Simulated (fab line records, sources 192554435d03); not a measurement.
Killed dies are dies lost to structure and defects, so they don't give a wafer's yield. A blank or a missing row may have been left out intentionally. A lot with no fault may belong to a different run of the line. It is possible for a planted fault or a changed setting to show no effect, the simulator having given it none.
Chamber matching :: flow n5-finfet :: 3 sister chambers for N5_BEOL_M13_ILD_DEP_00 on pecvd-02
The step deposits SiOC from DEMS/O2, target thk 837.92 nm, time 166.4 s. 6 wafers are shown with their chamber, then 10 later ones without.

## EACH WAFER AND ITS CHAMBER
wafer: L079.3
chamber: 1
throttle-valve-pct (%): 12.4
heater-power-w (W): 589

wafer: L081.6
chamber: 1
throttle-valve-pct (%): 12.5
heater-power-w (W): 569

wafer: L085.5
chamber: 2
throttle-valve-pct (%): 10.6
heater-power-w (W): 356

wafer: L085.6
chamber: 0
throttle-valve-pct (%): 12.7
heater-power-w (W): 538

wafer: L091.1
chamber: 0
throttle-valve-pct (%): 12.5
heater-power-w (W): 507

wafer: L091.2
chamber: 2
throttle-valve-pct (%): 10.6
heater-power-w (W): 411

## WAFERS WITH NO CHAMBER GIVEN
wafer: L091.3
throttle-valve-pct (%): 12.5
heater-power-w (W): 558

wafer: L091.4
throttle-valve-pct (%): 12.4
heater-power-w (W): 557

wafer: L091.5
throttle-valve-pct (%): 10.6
heater-power-w (W): 426

wafer: L091.6
throttle-valve-pct (%): 12.4
heater-power-w (W): 533

wafer: L093.4
throttle-valve-pct (%): 12.5
heater-power-w (W): 519

wafer: L093.5
throttle-valve-pct (%): 12.3
heater-power-w (W): 553

wafer: L093.6
throttle-valve-pct (%): 10.5
heater-power-w (W): 429

wafer: L097.1
throttle-valve-pct (%): 10.6
heater-power-w (W): 385

wafer: L097.3
throttle-valve-pct (%): 12.3
heater-power-w (W): 520

wafer: L097.5
throttle-valve-pct (%): 12.7
heater-power-w (W): 528

## EACH ONE'S CHAMBER
wafer: L091.3
from the rows above: can't be placed: 1 or 0
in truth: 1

wafer: L091.4
from the rows above: can't be placed: 1 or 0
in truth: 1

wafer: L091.5
from the rows above: 2
in truth: 2

wafer: L091.6
from the rows above: can't be placed: 1 or 0
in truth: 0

wafer: L093.4
from the rows above: can't be placed: 0 or 1
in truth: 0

wafer: L093.5
from the rows above: can't be placed: 1 or 0
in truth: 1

wafer: L093.6
from the rows above: 2
in truth: 2

wafer: L097.1
from the rows above: 2
in truth: 2

wafer: L097.3
from the rows above: can't be placed: 1 or 0
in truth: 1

wafer: L097.5
from the rows above: 0
in truth: 0
Correctly placed: 4 of 10. Can't be placed from these rows: 6 (the true chamber is among the candidates in 6). Placed wrongly: 0.
How it was worked out, from the rows above alone: a wafer's distance from a chamber is the root of the sum, over the readings, of the square of ((its reading less the chamber's mean) divided by the reading's scatter). If the next closest chamber is less than 2 further off than the closest, the wafer can't be placed; otherwise it belongs to the closest. The mean given for a chamber averages the wafers shown for that chamber. The scatter: take each reading less its chamber's mean, square it, sum over the shown wafers, divide by the number of wafers less the number of chambers, and take the root.
